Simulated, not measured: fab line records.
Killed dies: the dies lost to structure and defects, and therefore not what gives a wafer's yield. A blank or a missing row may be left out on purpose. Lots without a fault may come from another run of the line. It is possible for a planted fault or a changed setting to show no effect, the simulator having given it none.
Matching of chambers ; flow n5Finfet ; aldMetal-02 running N5_HKMG_FIN_PWFM_ALD_03: 4 sister chambers
The step deposits TiN, target thk 2 nm, pulse time 1 s, purge time 3 s. 22 wafers are shown with their chamber, then 11 later ones without.

## WAFERS WITH THEIR CHAMBER
wafer;chamber;heaterPowerW (W);precursorPulseHeightRel
L074.2;0;887;1.015
L074.5;1;1013;0.991
L074.6;2;1048;1.005
L076.1;2;1084;1.019
L076.2;3;887;0.987
L076.4;1;1031;0.996
L080.3;3;910;0.990
L080.5;2;1105;1.003
L080.6;3;883;0.989
L081.1;1;1004;1.012
L081.3;0;917;1.022
L081.6;1;1034;1.002
L082.1;1;1036;0.993
L082.3;2;1088;0.975
L082.4;0;904;1.000
L084.1;2;1077;0.983
L084.2;1;1000;1.013
L084.4;3;889;1.000
L085.2;2;1093;0.964
L085.3;1;1044;0.979
L085.6;2;1070;1.005
L091.1;1;1022;0.968

SIGNATURES, as means of the wafers listed above
reading;chamber 0;chamber 1;chamber 2;chamber 3;scatter within a chamber
heaterPowerW;902.67;1023.00;1080.71;892.25;16.1
precursorPulseHeightRel;1.01233;0.99425;0.99343;0.99150;0.0155
Rule: distance of a wafer from a chamber = root of the sum over the readings of ((wafer's reading minus chamber's mean) / reading's scatter) squared. The wafer belongs to the nearest chamber; if the next one is less than 2 further off, it can't be placed. How the scatter is found: for the shown wafers, subtract from each reading the mean of its chamber, square and add these, divide the total by (wafers less chambers), then take the root.

## WAFERS WITH NO CHAMBER GIVEN
wafer;heaterPowerW (W);precursorPulseHeightRel
L091.4;898;1.020
L091.6;1081;0.979
L092.1;1080;1.026
L092.2;1044;0.971
L092.5;1023;1.013
L096.1;905;0.976
L096.2;1056;1.005
L096.3;1100;0.998
L094.1;925;1.007
L094.4;893;1.036
L094.5;1074;0.998

## CHAMBER TAKEN BY EACH
wafer;from the rows above;in truth
L091.4;can't be placed: 0 or 3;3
L091.6;2;2
L092.1;can't be placed: 2 or 1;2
L092.2;can't be placed: 1 or 2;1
L092.5;1;1
L096.1;can't be placed: 3 or 0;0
L096.2;can't be placed: 2 or 1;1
L096.3;2;2
L094.1;can't be placed: 0 or 3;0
L094.4;can't be placed: 0 or 3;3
L094.5;2;2
Placed correctly: 4 of 11. Not placeable from these rows: 7 (in 7, the candidates include the true chamber). Wrongly placed: 0.
